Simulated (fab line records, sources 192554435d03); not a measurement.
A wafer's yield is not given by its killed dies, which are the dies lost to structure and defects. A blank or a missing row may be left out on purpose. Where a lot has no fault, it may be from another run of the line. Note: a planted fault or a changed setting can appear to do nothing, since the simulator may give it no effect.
Which of the tools did it? -- flow n5 finfet -- 12 lots with 36 wafers sampled at 3 steps, on a route of 1938 steps

WHAT EACH GAUGE READ, for each wafer
N5_BEOL_M10_THK_MEAS_01.
lot,measured,on,M10_ILD_THK (nm)
L075,day 10 00:57,film metro-01,266 270 269
L078,day 10 06:13,film metro-01,269 268 268
L079,day 11 04:05,film metro-02,272 276 275
L083,day 12 04:13,film metro-01,263 273 271
L081,day 12 05:18,film metro-01,266 267 275
L087,day 12 09:02,film metro-01,267 268 270
L086,day 12 12:32,film metro-02,263 260 265
L090,day 13 20:35,film metro-01,264 268 269
L091,day 14 08:16,film metro-02,263 264 267
L093,day 14 17:00,film metro-01,262 264 267
L094,day 15 05:18,film metro-02,272 269 276
L096,day 16 08:11,film metro-01,269 274 274

TOOL THAT RAN EACH LOT (tool first, then ch and the chambers of the sampled wafers, then the start)
lot,N5_BEOL_M9_CURE_72,N5_BEOL_M9_DEGAS_44
L075,"uv cure-01 ch 2, day 9 21:50","pvd sputter-03, day 9 22:42"
L078,"uv cure-01 ch 2, day 10 02:13","pvd sputter-01, day 10 02:55"
L079,"uv cure-01 ch 0, day 10 21:05","pvd sputter-02, day 10 21:22"
L083,"uv cure-02 ch 1, day 12 00:11","pvd sputter-01, day 12 00:31"
L081,"uv cure-02 ch 2, day 12 02:31","pvd sputter-02, day 12 02:50"
L087,"uv cure-02 ch 0, day 12 06:14","pvd sputter-03, day 12 06:40"
L086,"uv cure-01 ch 0, day 12 08:24","pvd sputter-02, day 12 08:43"
L090,"uv cure-01 ch 1, day 13 17:16","pvd sputter-03, day 13 17:41"
L091,"uv cure-01 ch 2, day 14 04:08","pvd sputter-03, day 14 06:02"
L093,"uv cure-02 ch 2, day 14 14:21","pvd sputter-02, day 14 14:42"
L094,"uv cure-01 ch 0, day 15 01:20","pvd sputter-03, day 15 01:40"
L096,"uv cure-03 ch 2, day 16 05:04","pvd sputter-01, day 16 05:35"
- N5_BEOL_M9_CURE_72: cures SiCOH lowk, time 120 s.
- N5_BEOL_M9_DEGAS_44: time 60 s.

THE ANSWER, worked out from the rows above alone
Rule: usual is defined by the lots themselves. The widest of any qualifying gaps counts: lots, ordered by their means at a reading, are off when they make up no more than a third of the lots, leave a main group of 4 or more, and stand apart from it by 3 or more times the standard deviation of that group's means. Not used: any main group whose means are identical at the precision the tables above print for the reading. A lot without any number at a reading at which 4 lots or more have one is off too. The other lots that the step has rows for count as sound.
No lot is off at any reading shown: from this, nothing can be told.

WHAT THE SIMULATOR PUT IN
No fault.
